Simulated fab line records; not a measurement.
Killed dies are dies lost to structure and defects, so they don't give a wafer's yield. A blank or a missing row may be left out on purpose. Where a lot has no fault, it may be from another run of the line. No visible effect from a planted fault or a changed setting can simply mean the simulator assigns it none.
2 desks looking at one fault + flow n5 finfet + each desk has only its own numbers; what lay behind them comes last

TOOL OWNER'S DESK, rie diel-03
The tool's own readings at N5_STI_FIN_REVEAL_STRIP_24 (strips in N2/H2, time 90 s): means of the sampled wafers that have a number, for each lot that ran on this tool. Any lot whose mean is over 4 standard deviations away from the usual mean is out of limits and marked OUT; that distance is given in the brackets.
Columns: A = bias power w at N5_STI_FIN_REVEAL_STRIP_24, usual 3.000 W; B = chamber pressure mTorr at N5_STI_FIN_REVEAL_STRIP_24, usual 100.00 mTorr; C = drypump motor current A at N5_STI_FIN_REVEAL_STRIP_24, usual 5.6 A; D = oes product au at N5_STI_FIN_REVEAL_STRIP_24, usual 0.79 a.u.; E = rf vpp V at N5_STI_FIN_REVEAL_STRIP_24, usual 45.3 V; F = showerhead plenum p Torr at N5_STI_FIN_REVEAL_STRIP_24, usual 3.43 Torr; G = throttle valve pct at N5_STI_FIN_REVEAL_STRIP_24, usual 12.2 %
| lot  | first seen here | A     | B      | C   | D    | E    | F    | G    |
|------|-----------------|-------|--------|-----|------|------|------|------|
| L551 | day 3 22:40     | 3.008 | 99.94  | 5.8 | 0.76 | 45.4 | 3.40 | 12.2 |
| L564 | day 7 03:48     | 3.002 | 100.02 | 5.8 | 0.74 | 44.7 | 3.38 | 12.2 |
This desk's verdict: no lot among the 2 shows anything out of limits.

AT THE METROLOGY DESK
Means of the sampled wafers that have a number, per lot and without regard to the tool the lot ran on: this is what the gauges read. Any lot whose mean is over 4 standard deviations away from the usual mean is out of limits and marked OUT; that distance is given in the brackets. Only the readings that lie furthest out on some lot appear, 7 of the 10 it has.
Columns: A = DIBL_N at N5_BEOL_M4_RC_MEAS_101, usual 36.1 mV/V; B = DIBL_P at N5_BEOL_M4_RC_MEAS_101, usual 35.7 mV/V; C = ION_N at N5_BEOL_M4_RC_MEAS_101, usual 673 uA/um; D = ION_P at N5_BEOL_M4_RC_MEAS_101, usual 462 uA/um; E = SS_N at N5_BEOL_M4_RC_MEAS_101, usual 71.4 mV/dec; F = VT_N at N5_BEOL_M4_RC_MEAS_101, usual 249.7 mV; G = VT_P at N5_BEOL_M4_RC_MEAS_101, usual -250 mV
| lot  | first seen here | A    | B    | C   | D   | E    | F     | G    |
|------|-----------------|------|------|-----|-----|------|-------|------|
| L551 | day 9 06:56     | 36.5 | 37.3 | 677 | 450 | 72.2 | 249.7 | -253 |
| L553 | day 9 18:08     | 35.5 | 35.7 | 665 | 460 | 71.0 | 251.4 | -250 |
| L558 | day 11 04:47    | 36.3 | 37.2 | 672 | 467 | 71.2 | 250.1 | -247 |
| L559 | day 11 12:26    | 34.5 | 34.5 | 656 | 455 | 71.0 | 253.6 | -251 |
| L560 | day 11 15:17    | 38.6 | 37.3 | 685 | 460 | 71.9 | 248.2 | -252 |
| L564 | day 12 18:56    | 36.3 | 33.5 | 660 | 452 | 71.3 | 252.2 | -254 |
| L565 | day 13 17:08    | 35.7 | 36.4 | 677 | 462 | 71.2 | 251.4 | -251 |
| L568 | day 14 16:55    | 37.4 | 35.8 | 675 | 472 | 70.9 | 248.7 | -248 |
| L567 | day 15 05:43    | 35.5 | 35.1 | 675 | 470 | 71.0 | 247.4 | -244 |
This desk's verdict: no lot among the 9 shows anything out of limits.

PUT TOGETHER
The desk of the tool owner found nothing out of limits.
At the metrology desk, nothing out of limits was observed.

WHAT THE SIMULATOR HAD PUT IN
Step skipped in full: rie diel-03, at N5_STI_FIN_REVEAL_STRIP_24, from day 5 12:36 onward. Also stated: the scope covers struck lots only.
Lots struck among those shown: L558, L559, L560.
